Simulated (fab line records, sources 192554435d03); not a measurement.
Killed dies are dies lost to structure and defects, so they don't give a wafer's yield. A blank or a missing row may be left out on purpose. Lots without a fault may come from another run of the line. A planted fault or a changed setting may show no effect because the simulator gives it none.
One fault seen from 3 desks | flow n5_finfet | each desk has only its own numbers; what lay behind them comes last

THE DEFECT DESK
What the inspections along the route counted, lot by lot: means of the sampled wafers that have a number. A lot is out of limits, marked OUT, if its mean lies more than 4 standard deviations from the usual mean; the brackets give that distance.
Columns: A = raw_defect_count at N5_BEOL_M11_INSPECT_30, usual 417
lot  | first seen here | A
L680 | day 11 15:16    | 572
L684 | day 12 19:29    | 587
L685 | day 13 04:19    | 352
L686 | day 13 04:56    | 454
L693 | day 15 08:06    | 455
L694 | day 15 21:11    | 552
This desk's finding: nothing out of limits on any of the 6 lots.

THE TOOL OWNER'S DESK: rie_diel-06
The tool's own readings at N5_BEOL_M11_ETCH_65 (etches SiARC in CF4, target depth 39 nm, time 65 s): means of the sampled wafers that have a number, for each lot that ran on this tool. A lot is out of limits, marked OUT, if its mean lies more than 4 standard deviations from the usual mean; the brackets give that distance.
Columns: A = drypump_motor_current_A at N5_BEOL_M11_ETCH_65, usual 5.8 A; B = etch_rf_on_time_s at N5_BEOL_M11_ETCH_65, usual 65.5 s; C = oes_product_au at N5_BEOL_M11_ETCH_65, usual 0.63 a.u.; D = rf_vpp_V at N5_BEOL_M11_ETCH_65, usual 184.2 V; E = showerhead_plenum_p_Torr at N5_BEOL_M11_ETCH_65, usual 2.15 Torr; F = throttle_valve_pct at N5_BEOL_M11_ETCH_65, usual 15.65 %
lot  | first seen here | A   | B              | C    | D     | E    | F
L680 | day 11 16:05    | 5.8 | 65.1           | 0.61 | 182.3 | 2.11 | 15.72
L684 | day 12 19:35    | 5.4 | 64.8           | 0.60 | 183.2 | 2.10 | 15.76
L685 | day 13 04:32    | 5.7 | 98.5 (+19) OUT | 0.52 | 184.3 | 2.20 | 15.55
L686 | day 13 05:31    | 5.4 | 87.1 (+13) OUT | 0.56 | 183.2 | 2.09 | 15.74
This desk's finding: out of limits on L685, L686; first on L685, day 13 04:32 (etch_rf_on_time_s at N5_BEOL_M11_ETCH_65). In limits: L680, L684.

THE METROLOGY DESK
What the gauges read, lot by lot, whatever tool the lot ran on: means of the sampled wafers that have a number. A lot is out of limits, marked OUT, if its mean lies more than 4 standard deviations from the usual mean; the brackets give that distance.
Columns: A = cd_nm at N5_BEOL_M11_CD_MEAS_28, usual 70.7 nm; B = V10_OVL at N5_BEOL_M11_OVL_MEAS_29, usual 0.4 nm
lot  | first seen here | A    | B
L680 | day 11 15:13    | 70.3 | 0.2
L684 | day 12 19:26    | 71.4 | 1.4
L685 | day 13 04:16    | 70.7 | 0.8
L686 | day 13 04:53    | 69.5 | 1.1
L693 | day 15 08:03    | 72.4 | 1.8
L694 | day 15 21:08    | 70.7 | 0.4
This desk's finding: nothing out of limits on any of the 6 lots.

PUT TOGETHER
The tool owner's desk could have raised an alarm at day 13 04:32, on L685, L686.
The defect desk saw nothing out of limits.
The metrology desk saw nothing out of limits.
The defect desk has L685, L686 on record, within its limits.
The metrology desk has L685, L686 on record, within its limits.
Of the lots named, all ran N5_BEOL_M11_ETCH_65 on rie_diel-06.

WHAT THE SIMULATOR HAD PUT IN
Process parameter drift: rie_diel-06, from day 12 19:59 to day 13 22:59, at N5_BEOL_M11_ETCH_65. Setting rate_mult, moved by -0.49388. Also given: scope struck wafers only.
Lots struck among those shown: L685, L686.
Hours from the fault's start to each desk's first reading out of limits: the tool owner's desk, 9.
